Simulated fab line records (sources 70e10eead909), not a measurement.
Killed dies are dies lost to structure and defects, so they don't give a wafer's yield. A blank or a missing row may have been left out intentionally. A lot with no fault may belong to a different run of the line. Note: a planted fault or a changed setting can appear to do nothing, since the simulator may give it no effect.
Which of the tools did it? | flow nand_harc | Sampling: 24 lots, 72 wafers, 6 of 1302 route steps

## WHAT THE GAUGES READ, wafer by wafer
No reading from a measuring or inspecting step in the record can be judged against a usual standard deviation.

## TOOL THAT RAN EACH LOT (tool first, then ch and the chambers of the sampled wafers, then the start)
lot  | NHARC_A_STAIRCASE_TRIM_191                    | NHARC_A_STAIRCASE_ETCH_192                    | NHARC_A_STAIRCASE_ETCH_194                    | NHARC_A_STAIRCASE_TRIM_198                    | NHARC_A_STAIRCASE_TRIM_202                    | NHARC_A_STAIRCASE_STRIP_205
L074 | rie_diel-01 ch 0,1, day 15 16:23 or earlier   | rie_diel-01 ch 0,1,2, day 15 16:23 or earlier | rie_diel-01 ch 1,2,3, day 15 16:23 or earlier | rie_diel-07 ch 1,3, day 15 16:23 or earlier   | rie_diel-07 ch 1,2,3, day 15 16:23 or earlier | plasma_asher-02 ch 0,1, day 15 16:23
L075 | rie_diel-13 ch 0,1, day 16 10:07 or earlier   | rie_diel-13 ch 1,2, day 16 10:07 or earlier   | rie_diel-13 ch 1,2, day 16 10:07 or earlier   | rie_diel-01 ch 0,2,3, day 16 10:07 or earlier | rie_diel-01 ch 0,1,2, day 16 10:07 or earlier | plasma_asher-02 ch 0,1, day 16 10:07
L076 | rie_diel-07 ch 0,1,2, day 16 10:26 or earlier | rie_diel-07 ch 1,2, day 16 10:26 or earlier   | rie_diel-07 ch 1,2, day 16 10:26 or earlier   | rie_diel-07 ch 0,1,3, day 16 10:26 or earlier | rie_diel-07 ch 0,2, day 16 10:26 or earlier   | plasma_asher-01 ch 0,1, day 16 10:26
L077 | rie_diel-07 ch 1,2,3, day 17 10:28 or earlier | rie_diel-07 ch 0,2, day 17 10:28 or earlier   | rie_diel-07 ch 0,3, day 17 10:28 or earlier   | rie_diel-01 ch 0,2, day 17 10:28 or earlier   | rie_diel-01 ch 2,3, day 17 10:28 or earlier   | plasma_asher-01 ch 0,1, day 17 10:28
L078 | rie_diel-07 ch 1,2, day 17 10:38 or earlier   | rie_diel-07 ch 2,3, day 17 10:38 or earlier   | rie_diel-07 ch 2,3, day 17 10:38 or earlier   | rie_diel-01 ch 0,2,3, day 17 10:38 or earlier | rie_diel-01 ch 0,2,3, day 17 10:38 or earlier | plasma_asher-02 ch 0,1, day 17 10:38
L079 | rie_diel-07 ch 0,1,2, day 17 20:28 or earlier | rie_diel-07 ch 0,1,3, day 17 20:28 or earlier | rie_diel-07 ch 0,1,2, day 17 20:28 or earlier | rie_diel-13 ch 0,1,2, day 17 20:28 or earlier | rie_diel-13 ch 0,3, day 17 20:28 or earlier   | plasma_asher-02 ch 0,1, day 17 20:28
L081 | rie_diel-07 ch 1,3, day 18 20:07 or earlier   | rie_diel-07 ch 1,3, day 18 20:07 or earlier   | rie_diel-07 ch 0,1,3, day 18 20:07 or earlier | rie_diel-01 ch 1,3, day 18 20:07 or earlier   | rie_diel-01 ch 0,1, day 18 20:07 or earlier   | plasma_asher-01 ch 0,1, day 18 20:07
L080 | rie_diel-13 ch 1,2,3, day 18 22:11 or earlier | rie_diel-13 ch 0,1, day 18 22:11 or earlier   | rie_diel-13 ch 0,2,3, day 18 22:11 or earlier | rie_diel-13 ch 0,3, day 18 22:11 or earlier   | rie_diel-13 ch 0,3, day 18 22:11 or earlier   | plasma_asher-01 ch 0,1, day 18 22:11
L082 | rie_diel-01 ch 0,1,3, day 19 01:54 or earlier | rie_diel-01 ch 0,1, day 19 01:54 or earlier   | rie_diel-01 ch 0,2,3, day 19 01:54 or earlier | rie_diel-07 ch 0,1,3, day 19 01:54 or earlier | rie_diel-07 ch 0,2, day 19 01:54 or earlier   | plasma_asher-01 ch 0,1, day 19 01:54
L084 | rie_diel-07 ch 1,2,3, day 20 03:02 or earlier | rie_diel-07 ch 0,2,3, day 20 03:02 or earlier | rie_diel-07 ch 0,1,2, day 20 03:02 or earlier | rie_diel-13 ch 0,1,2, day 20 03:02 or earlier | rie_diel-13 ch 0,1,3, day 20 03:02 or earlier | plasma_asher-01 ch 0,1, day 20 03:02
L083 | rie_diel-01 ch 0,1,3, day 20 03:33 or earlier | rie_diel-01 ch 2,3, day 20 03:33 or earlier   | rie_diel-01 ch 1,3, day 20 03:33 or earlier   | rie_diel-01 ch 0,1,2, day 20 03:33 or earlier | rie_diel-01 ch 0,2,3, day 20 03:33 or earlier | plasma_asher-01 ch 0,1, day 20 03:33
L085 | rie_diel-13 ch 0,3, day 20 06:07 or earlier   | rie_diel-13 ch 0,1, day 20 06:07 or earlier   | rie_diel-13 ch 0,2,3, day 20 06:07 or earlier | rie_diel-07 ch 0,2,3, day 20 06:07 or earlier | rie_diel-07 ch 0,2, day 20 06:07 or earlier   | plasma_asher-01 ch 0,1, day 20 06:07
L086 | rie_diel-13 ch 0,2, day 21 01:08 or earlier   | rie_diel-13 ch 0,2, day 21 01:08 or earlier   | rie_diel-13 ch 1,3, day 21 01:08 or earlier   | rie_diel-01 ch 1,2,3, day 21 01:08 or earlier | rie_diel-01 ch 0,2, day 21 01:08 or earlier   | plasma_asher-02 ch 1, day 21 01:08
L087 | rie_diel-13 ch 1,2, day 21 07:34 or earlier   | rie_diel-13 ch 0,2,3, day 21 07:34 or earlier | rie_diel-13 ch 0,2,3, day 21 07:34 or earlier | rie_diel-07 ch 1,2, day 21 07:34 or earlier   | rie_diel-07 ch 0,1, day 21 07:34 or earlier   | plasma_asher-02 ch 0,1, day 21 07:34
L089 | rie_diel-07 ch 0,3, day 21 23:53 or earlier   | rie_diel-07 ch 0,1,3, day 21 23:53 or earlier | rie_diel-07 ch 1,3, day 21 23:53 or earlier   | rie_diel-07 ch 0,1, day 21 23:53 or earlier   | rie_diel-07 ch 0,1,2, day 21 23:53 or earlier | plasma_asher-02 ch 0,1, day 21 23:53
L088 | rie_diel-13 ch 0,3, day 22 14:11 or earlier   | rie_diel-13 ch 0,1, day 22 14:11 or earlier   | rie_diel-13 ch 0,1,2, day 22 14:11 or earlier | rie_diel-01 ch 1,2,3, day 22 14:11 or earlier | rie_diel-01 ch 1,2,3, day 22 14:11 or earlier | plasma_asher-02 ch 0,1, day 22 14:11
L091 | rie_diel-01 ch 0,2, day 22 14:35 or earlier   | rie_diel-01 ch 2,3, day 22 14:35 or earlier   | rie_diel-01 ch 1,3, day 22 14:35 or earlier   | rie_diel-07 ch 0,2, day 22 14:35 or earlier   | rie_diel-07 ch 0,2, day 22 14:35 or earlier   | plasma_asher-01 ch 0,1, day 22 14:35
L090 | rie_diel-07 ch 1,2,3, day 22 14:38 or earlier | rie_diel-07 ch 0,2,3, day 22 14:38 or earlier | rie_diel-07 ch 0,1,3, day 22 14:38 or earlier | rie_diel-01 ch 0,1,2, day 22 14:38 or earlier | rie_diel-01 ch 1,2,3, day 22 14:38 or earlier | plasma_asher-02 ch 0,1, day 22 14:38
L092 | rie_diel-01 ch 2,3, day 23 07:18 or earlier   | rie_diel-01 ch 0,1, day 23 07:18 or earlier   | rie_diel-01 ch 0,3, day 23 07:18 or earlier   | rie_diel-01 ch 0,3, day 23 07:18 or earlier   | rie_diel-01 ch 1,2,3, day 23 07:18 or earlier | plasma_asher-02 ch 1, day 23 07:18
L093 | rie_diel-07 ch 0,1, day 23 18:48 or earlier   | rie_diel-07 ch 0,1,3, day 23 18:48 or earlier | rie_diel-07 ch 1,2,3, day 23 18:48 or earlier | rie_diel-07 ch 2,3, day 23 18:48 or earlier   | rie_diel-07 ch 0,2,3, day 23 18:48 or earlier | plasma_asher-02 ch 0,1, day 23 18:48
L094 | rie_diel-13 ch 0,2,3, day 24 12:43 or earlier | rie_diel-13 ch 0,2,3, day 24 12:43 or earlier | rie_diel-13 ch 0,2, day 24 12:43 or earlier   | rie_diel-13 ch 0,2,3, day 24 12:43 or earlier | rie_diel-13 ch 1,3, day 24 12:43 or earlier   | plasma_asher-02 ch 0,1, day 24 12:43
L096 | rie_diel-13 ch 0,1,3, day 25 02:16 or earlier | rie_diel-13 ch 0,1,3, day 25 02:16 or earlier | rie_diel-13 ch 0,1,3, day 25 02:16 or earlier | rie_diel-13 ch 0,1,3, day 25 02:16 or earlier | rie_diel-13 ch 0,1,3, day 25 02:16 or earlier | plasma_asher-01 ch 0,1, day 25 02:16
L095 | rie_diel-01 ch 0,1,3, day 25 00:41 or earlier | rie_diel-01 ch 1,2,3, day 25 00:41 or earlier | rie_diel-01 ch 1,2,3, day 25 00:41 or earlier | rie_diel-01 ch 0,1,3, day 25 00:41 or earlier | rie_diel-01 ch 0,1,3, day 25 00:41 or earlier | plasma_asher-02 ch 0,1, day 25 00:41
L097 | rie_diel-01 ch 0,2,3, day 25 14:25 or earlier | rie_diel-01 ch 0,2,3, day 25 14:25 or earlier | rie_diel-01 ch 0,2,3, day 25 14:25 or earlier | rie_diel-01 ch 0,1,3, day 25 14:25 or earlier | rie_diel-01 ch 0,2,3, day 25 14:25 or earlier | plasma_asher-02 ch 0,1, day 25 14:25
- NHARC_A_STAIRCASE_TRIM_191: chemistry O2, time 211.2 s.
- NHARC_A_STAIRCASE_ETCH_192: etches the open film in C4F8/O2, target depth 100 nm, time 40.5 s.
- NHARC_A_STAIRCASE_ETCH_194: etches the open film in C4F8/O2, target depth 100 nm, time 40.5 s.
- NHARC_A_STAIRCASE_TRIM_198: chemistry O2, time 211.2 s.
- NHARC_A_STAIRCASE_TRIM_202: chemistry O2, time 211.2 s.
- NHARC_A_STAIRCASE_STRIP_205: strips in O2.

## WHAT THE TOOLS THEMSELVES READ (means of the sampled wafers that have a number; where no wafer has one, the mark that the record gives instead)
NHARC_A_STAIRCASE_TRIM_191. Usual: drypump_motor_current_A 5.7 A, standard deviation 0.5; oes_product_au 1.004 a.u., standard deviation 0.016; rf_vpp_V 57.8 V, standard deviation 0.85; showerhead_plenum_p_Torr 3.50 Torr, standard deviation 0.078; throttle_valve_pct 17.036 %, standard deviation 0.0089.
lot  | tool        | drypump_motor_current_A (A) | oes_product_au (a.u.) | rf_vpp_V (V) | showerhead_plenum_p_Torr (Torr) | throttle_valve_pct (%) | flag
L074 | rie_diel-01 | 5.3                         | 1.002                 | 57.8         | 3.48                            | 17.033                 |
L075 | rie_diel-13 | 5.6                         | 1.015                 | 56.9         | 3.48                            | 17.035                 |
L076 | rie_diel-07 | 6.0                         | 1.001                 | 58.0         | 3.58                            | 17.027                 |
L077 | rie_diel-07 | 5.8                         | 1.018                 | 58.1         | 3.52                            | 17.037                 |
L078 | rie_diel-07 | 6.3                         | 1.017                 | 58.0         | 3.56                            | 17.040                 |
L079 | rie_diel-07 | 6.0                         | 1.009                 | 57.8         | 3.58                            | 17.041                 |
L081 | rie_diel-07 | 5.8                         | 1.009                 | 57.7         | 3.57                            | 17.041                 |
L080 | rie_diel-13 | 5.9                         | 1.010                 | 57.4         | 3.45                            | 17.044                 |
L082 | rie_diel-01 | 5.6                         | 1.002                 | 57.9         | 3.45                            | 17.044                 |
L084 | rie_diel-07 | 5.8                         | 1.003                 | 57.0         | 3.51                            | 17.033                 |
L083 | rie_diel-01 | 5.6                         | 1.015                 | 58.0         | 3.45                            | 17.035                 |
L085 | rie_diel-13 | 5.7                         | 1.006                 | 57.6         | 3.52                            | 17.033                 |
L086 | rie_diel-13 | 5.7                         | 0.993                 | 57.4         | 3.47                            | 17.037                 |
L087 | rie_diel-13 | 5.9                         | 1.003                 | 57.2         | 3.43                            | 17.033                 |
L089 | rie_diel-07 | 5.4                         | 1.008                 | 57.7         | 3.60                            | 17.041                 |
L088 | rie_diel-13 | 5.7                         | 0.987                 | 58.9         | 3.51                            | 17.036                 |
L091 | rie_diel-01 | 5.6                         | 1.014                 | 58.0         | 3.47                            | 17.041                 |
L090 | rie_diel-07 | 5.8                         | 1.001                 | 57.5         | 3.50                            | 17.029                 |
L092 | rie_diel-01 | 5.5                         | 1.011                 | 57.7         | 3.47                            | 17.028                 |
L093 | rie_diel-07 | 5.8                         | 1.005                 | 58.0         | 3.63                            | 17.033                 |
L094 | rie_diel-13 | 5.8                         | 0.984                 | 57.8         | 3.47                            | 17.049                 |
L096 | rie_diel-13 | 5.8                         | 0.994                 | 58.2         | 3.46                            | 17.046                 |
L095 | rie_diel-01 | 5.6                         | 1.014                 | 57.9         | 3.43                            | 17.037                 |
L097 | rie_diel-01 | 5.7                         | 1.017                 | 57.3         | 3.44                            | 17.037                 |

NHARC_A_STAIRCASE_ETCH_192. Usual: oes_product_au 0.947 a.u., standard deviation 0.015; rf_vpp_V 894.7 V, standard deviation 2.9.
lot  | tool        | oes_product_au (a.u.) | rf_vpp_V (V) | flag
L074 | rie_diel-01 | 0.940                 | 894.0        |
L075 | rie_diel-13 | 0.951                 | 892.5        |
L076 | rie_diel-07 | 0.955                 | 894.9        |
L077 | rie_diel-07 | 0.928                 | 895.3        |
L078 | rie_diel-07 | 0.944                 | 894.5        |
L079 | rie_diel-07 | 0.945                 | 898.2        |
L081 | rie_diel-07 | 0.953                 | 896.1        |
L080 | rie_diel-13 | 0.963                 | 894.3        |
L082 | rie_diel-01 | 0.955                 | 892.2        |
L084 | rie_diel-07 | 0.945                 | 896.4        |
L083 | rie_diel-01 | 0.955                 | 894.4        |
L085 | rie_diel-13 | 0.960                 | 894.4        |
L086 | rie_diel-13 | 0.936                 | 895.2        |
L087 | rie_diel-13 | 0.932                 | 893.7        |
L089 | rie_diel-07 | 0.951                 | 897.6        |
L088 | rie_diel-13 | 0.945                 | 892.4        |
L091 | rie_diel-01 | 0.949                 | 893.6        |
L090 | rie_diel-07 | 0.947                 | 896.2        |
L092 | rie_diel-01 | 0.936                 | 893.0        |
L093 | rie_diel-07 | 0.954                 | 898.3        |
L094 | rie_diel-13 | 0.949                 | 893.3        |
L096 | rie_diel-13 | 0.928                 | 893.5        |
L095 | rie_diel-01 | 0.935                 | 893.2        |
L097 | rie_diel-01 | 0.955                 | 892.3        |

NHARC_A_STAIRCASE_ETCH_194. Usual: oes_product_au 0.946 a.u., standard deviation 0.015; rf_vpp_V 894.7 V, standard deviation 2.9.
lot  | tool        | oes_product_au (a.u.) | rf_vpp_V (V) | flag
L074 | rie_diel-01 | 0.932                 | 895.2        |
L075 | rie_diel-13 | 0.949                 | 892.8        |
L076 | rie_diel-07 | 0.962                 | 897.1        |
L077 | rie_diel-07 | 0.935                 | 896.9        |
L078 | rie_diel-07 | 0.933                 | 894.4        |
L079 | rie_diel-07 | 0.943                 | 898.4        |
L081 | rie_diel-07 | 0.955                 | 898.7        |
L080 | rie_diel-13 | 0.943                 | 894.8        |
L082 | rie_diel-01 | 0.962                 | 892.7        |
L084 | rie_diel-07 | 0.940                 | 897.2        |
L083 | rie_diel-01 | 0.947                 | 894.0        |
L085 | rie_diel-13 | 0.933                 | 895.6        |
L086 | rie_diel-13 | 0.952                 | 893.5        |
L087 | rie_diel-13 | 0.938                 | 894.2        |
L089 | rie_diel-07 | 0.951                 | 897.0        |
L088 | rie_diel-13 | 0.937                 | 893.3        |
L091 | rie_diel-01 | 0.941                 | 892.9        |
L090 | rie_diel-07 | 0.944                 | 898.2        |
L092 | rie_diel-01 | 0.965                 | 893.4        |
L093 | rie_diel-07 | 0.956                 | 895.6        |
L094 | rie_diel-13 | 0.943                 | 893.4        |
L096 | rie_diel-13 | 0.926                 | 892.9        |
L095 | rie_diel-01 | 0.944                 | 894.0        |
L097 | rie_diel-01 | 0.968                 | 893.0        |

NHARC_A_STAIRCASE_TRIM_198. Usual: drypump_motor_current_A 5.6 A, standard deviation 0.49; oes_product_au 1.007 a.u., standard deviation 0.015; rf_vpp_V 57.7 V, standard deviation 0.89; showerhead_plenum_p_Torr 3.50 Torr, standard deviation 0.08; throttle_valve_pct 17.036 %, standard deviation 0.0078.
lot  | tool        | drypump_motor_current_A (A) | oes_product_au (a.u.) | rf_vpp_V (V) | showerhead_plenum_p_Torr (Torr) | throttle_valve_pct (%) | flag
L074 | rie_diel-07 | 5.9                         | 1.013                 | 57.7         | 3.58                            | 17.039                 |
L075 | rie_diel-01 | 5.7                         | 1.018                 | 57.3         | 3.47                            | 17.039                 |
L076 | rie_diel-07 | 5.6                         | 1.010                 | 58.1         | 3.60                            | 17.030                 |
L077 | rie_diel-01 | 5.6                         | 1.016                 | 57.2         | 3.49                            | 17.033                 |
L078 | rie_diel-01 | 5.8                         | 1.017                 | 57.8         | 3.47                            | 17.038                 |
L079 | rie_diel-13 | 5.7                         | 1.001                 | 57.2         | 3.48                            | 17.029                 |
L081 | rie_diel-01 | 5.4                         | 1.005                 | 58.1         | 3.48                            | 17.034                 |
L080 | rie_diel-13 | 5.7                         | 1.005                 | 58.0         | 3.53                            | 17.032                 |
L082 | rie_diel-07 | 5.6                         | 1.008                 | 58.1         | 3.59                            | 17.039                 |
L084 | rie_diel-13 | 5.7                         | 1.008                 | 57.7         | 3.47                            | 17.034                 |
L083 | rie_diel-01 | 5.4                         | 1.007                 | 57.2         | 3.47                            | 17.036                 |
L085 | rie_diel-07 | 5.6                         | 0.998                 | 57.1         | 3.53                            | 17.039                 |
L086 | rie_diel-01 | 5.2                         | 0.997                 | 57.4         | 3.48                            | 17.038                 |
L087 | rie_diel-07 | 6.3                         | 1.018                 | 58.7         | 3.55                            | 17.028                 |
L089 | rie_diel-07 | 5.8                         | 0.999                 | 58.3         | 3.63                            | 17.038                 |
L088 | rie_diel-01 | 5.2                         | 0.998                 | 57.6         | 3.48                            | 17.042                 |
L091 | rie_diel-07 | 5.8                         | 1.011                 | 58.0         | 3.58                            | 17.032                 |
L090 | rie_diel-01 | 5.4                         | 1.007                 | 57.2         | 3.46                            | 17.036                 |
L092 | rie_diel-01 | 6.1                         | 1.029                 | 57.6         | 3.40                            | 17.035                 |
L093 | rie_diel-07 | 5.4                         | 1.003                 | 57.8         | 3.46                            | 17.031                 |
L094 | rie_diel-13 | 5.9                         | 0.986                 | 57.2         | 3.47                            | 17.046                 |
L096 | rie_diel-13 | 5.8                         | 0.989                 | 57.5         | 3.46                            | 17.029                 |
L095 | rie_diel-01 | 5.6                         | 1.006                 | 57.4         | 3.43                            | 17.033                 |
L097 | rie_diel-01 | 5.6                         | 1.018                 | 58.1         | 3.43                            | 17.033                 |

NHARC_A_STAIRCASE_TRIM_202. Usual: drypump_motor_current_A 5.7 A, standard deviation 0.53; oes_product_au 1.006 a.u., standard deviation 0.015; rf_vpp_V 57.6 V, standard deviation 0.73; showerhead_plenum_p_Torr 3.49 Torr, standard deviation 0.075; throttle_valve_pct 17.037 %, standard deviation 0.0086.
lot  | tool        | drypump_motor_current_A (A) | oes_product_au (a.u.) | rf_vpp_V (V) | showerhead_plenum_p_Torr (Torr) | throttle_valve_pct (%) | flag
L074 | rie_diel-07 | 5.8                         | 1.013                 | 57.7         | 3.53                            | 17.044                 |
L075 | rie_diel-01 | 5.5                         | 1.009                 | 58.0         | 3.48                            | 17.031                 |
L076 | rie_diel-07 | 5.7                         | 1.006                 | 58.3         | 3.60                            | 17.039                 |
L077 | rie_diel-01 | 5.5                         | 1.013                 | 57.7         | 3.49                            | 17.031                 |
L078 | rie_diel-01 | 5.7                         | 1.018                 | 57.7         | 3.47                            | 17.036                 |
L079 | rie_diel-13 | 5.7                         | 1.003                 | 58.4         | 3.53                            | 17.033                 |
L081 | rie_diel-01 | 5.8                         | 1.013                 | 57.1         | 3.43                            | 17.038                 |
L080 | rie_diel-13 | 5.7                         | 1.002                 | 57.8         | 3.53                            | 17.043                 |
L082 | rie_diel-07 | 5.7                         | 1.000                 | 57.8         | 3.59                            | 17.040                 |
L084 | rie_diel-13 | 5.8                         | 1.001                 | 58.3         | 3.48                            | 17.036                 |
L083 | rie_diel-01 | 5.7                         | 1.014                 | 56.8         | 3.46                            | 17.036                 |
L085 | rie_diel-07 | 6.0                         | 0.988                 | 57.7         | 3.51                            | 17.036                 |
L086 | rie_diel-01 | 5.9                         | 1.016                 | 56.5         | 3.43                            | 17.035                 |
L087 | rie_diel-07 | 5.8                         | 1.016                 | 58.5         | 3.64                            | 17.034                 |
L089 | rie_diel-07 | 6.0                         | 1.003                 | 58.0         | 3.56                            | 17.037                 |
L088 | rie_diel-01 | 5.2                         | 1.003                 | 57.7         | 3.48                            | 17.041                 |
L091 | rie_diel-07 | 6.0                         | 1.008                 | 57.9         | 3.50                            | 17.039                 |
L090 | rie_diel-01 | 5.2                         | 1.004                 | 57.3         | 3.48                            | 17.035                 |
L092 | rie_diel-01 | 5.2                         | 0.989                 | 57.2         | 3.47                            | 17.037                 |
L093 | rie_diel-07 | 5.6                         | 1.004                 | 57.5         | 3.52                            | 17.038                 |
L094 | rie_diel-13 | 6.1                         | 0.988                 | 57.3         | 3.44                            | 17.040                 |
L096 | rie_diel-13 | 5.8                         | 0.992                 | 57.8         | 3.46                            | 17.042                 |
L095 | rie_diel-01 | 5.6                         | 1.013                 | 57.8         | 3.43                            | 17.039                 |
L097 | rie_diel-01 | 5.7                         | 1.014                 | 57.9         | 3.44                            | 17.039                 |

NHARC_A_STAIRCASE_STRIP_205. Usual: drypump_motor_current_A 5.7 A, standard deviation 0.4; heater_power_w 330 W, standard deviation 37.
lot  | tool            | drypump_motor_current_A (A) | heater_power_w (W) | flag
L074 | plasma_asher-02 | 6.0                         | 347                |
L075 | plasma_asher-02 | 5.9                         | 316                |
L076 | plasma_asher-01 | 5.2                         | 326                |
L077 | plasma_asher-01 | 5.3                         | 345                |
L078 | plasma_asher-02 | 6.0                         | 345                |
L079 | plasma_asher-02 | 5.9                         | 318                |
L081 | plasma_asher-01 | 5.2                         | 328                |
L080 | plasma_asher-01 | 5.3                         | 340                |
L082 | plasma_asher-01 | 5.3                         | 344                |
L084 | plasma_asher-01 | 5.2                         | 344                |
L083 | plasma_asher-01 | 5.3                         | 344                |
L085 | plasma_asher-01 | 5.3                         | 343                |
L086 | plasma_asher-02 | 6.2                         | 372                |
L087 | plasma_asher-02 | 6.0                         | 338                |
L089 | plasma_asher-02 | 6.1                         | 337                |
L088 | plasma_asher-02 | 6.0                         | 339                |
L091 | plasma_asher-01 | 5.3                         | 342                |
L090 | plasma_asher-02 | 5.9                         | 310                |
L092 | plasma_asher-02 | 6.2                         | 374                |
L093 | plasma_asher-02 | 5.9                         | 311                |
L094 | plasma_asher-02 | 5.9                         | 309                |
L096 | plasma_asher-01 | 5.3                         | 328                |
L095 | plasma_asher-02 | 5.9                         | 312                |
L097 | plasma_asher-02 | 5.9                         | 311                |

## THE ANSWER, worked out from the rows above alone
Rule: lot off if the mean of its wafers having a number is beyond 3 standard deviations from the usual mean. A lot without any number at a reading at which 4 lots or more have one is off too. All remaining lots with rows at the step are treated as sound. After the gauges, taken in route order, come the tools' own readings; for these a lot's mean is taken, as printed above. At the first step where some lot is off, the reading lying furthest off is the one used; lots without a number count as furthest.
Across all readings shown, no lot is off: no conclusion can be drawn from this.

## WHAT HAD BEEN PUT IN BY THE SIMULATOR
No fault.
